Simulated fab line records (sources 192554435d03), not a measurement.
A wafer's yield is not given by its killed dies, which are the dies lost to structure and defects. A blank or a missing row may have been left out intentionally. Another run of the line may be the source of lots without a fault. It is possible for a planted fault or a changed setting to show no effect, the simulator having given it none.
8D (eight disciplines) problem report, filled in by code    flow n5 finfet    the parts of the form that need people (team, actions taken, sign-off) are left out

== 1. WHAT IS WRONG ==
At N5_BEOL_M8_COAT_64, spin speed rpm averages 1419.4 rpm over 9 wafers from 3 lots, while fault-free wafers read 1500.0 rpm, standard deviation 1. That puts it -81 standard deviations away from the usual mean.
The step: time 60 s, resist thk 12 nm.
The first sign was on wafer L630.2 at day 12 04:19, on litho track-03. The record holds 30 wafers of 10 lots with a number at this step. Rule for "out", or "out of limits": more than 4 standard deviations from the usual mean. All remaining wafers that have a number are taken as sound.

== 2. WHAT IT IS, AND WHAT IT ISN'T ==
question                     is                      is not
which readings at this step  spin speed rpm          exhaust pa
which lots                   L630, L631, L634        L621, L622, L629, L638, L639, L640, L641
which wafers of those lots   all that have a number  -
read on which tools          litho track-03          litho track-01, litho track-04
when                         from day 12 04:19       up to then (6 sound wafers); but 15 sound wafers of L629, L638, L639, L640, L641 came after

== 3. THE SUSPECTS, EACH WITH WHAT RULES IT OUT ==
Counting: a tool stays on the suspect list if, at a process step up to the reading, it processed all lots that are out and no sound lot following the first of them.
- litho track-03 at N5_BEOL_M8_COAT_64 (time 60 s, resist thk 12 nm): kept. Every lot that is out went through it, starting with L630 (day 12 04:19), and after that it ran no sound lot; the last sound lot it ran before then is L621 (day 10 03:01). On those wafers its own readings are out: spin speed rpm.
Left after counting: litho track-03 at N5_BEOL_M8_COAT_64.

== 4. THE CAUSE (what the simulator had put in) ==
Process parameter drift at N5_BEOL_M8_COAT_64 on litho track-03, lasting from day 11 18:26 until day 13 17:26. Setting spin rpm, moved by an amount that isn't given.
This tool alone remained once counting was done.

== 5. THE EFFECT CHAIN, in route order ==
One row per reading whose mean, taken over the struck wafers that have a number, lies over 3 standard deviations from the usual. Only readings whose record carries a usual standard deviation are examined. hours: median over the lots of the time between each lot's start at the first step of this table that gives one and its start at this step. sigmas: the change, counted in usual standard deviations.
hours  step                reading         usual       on struck wafers  change  sigmas
0      N5_BEOL_M8_COAT_64  spin speed rpm  1500.0 rpm  1419.4            -80.6   -81
The process steps in it:
- N5_BEOL_M8_COAT_64: time 60 s, resist thk 12 nm.

== 6. WHAT WOULD HAVE CAUGHT IT SOONER ==
In this record the first reading out of limits was taken at day 12 04:19, 10 hours after the fault began at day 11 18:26.
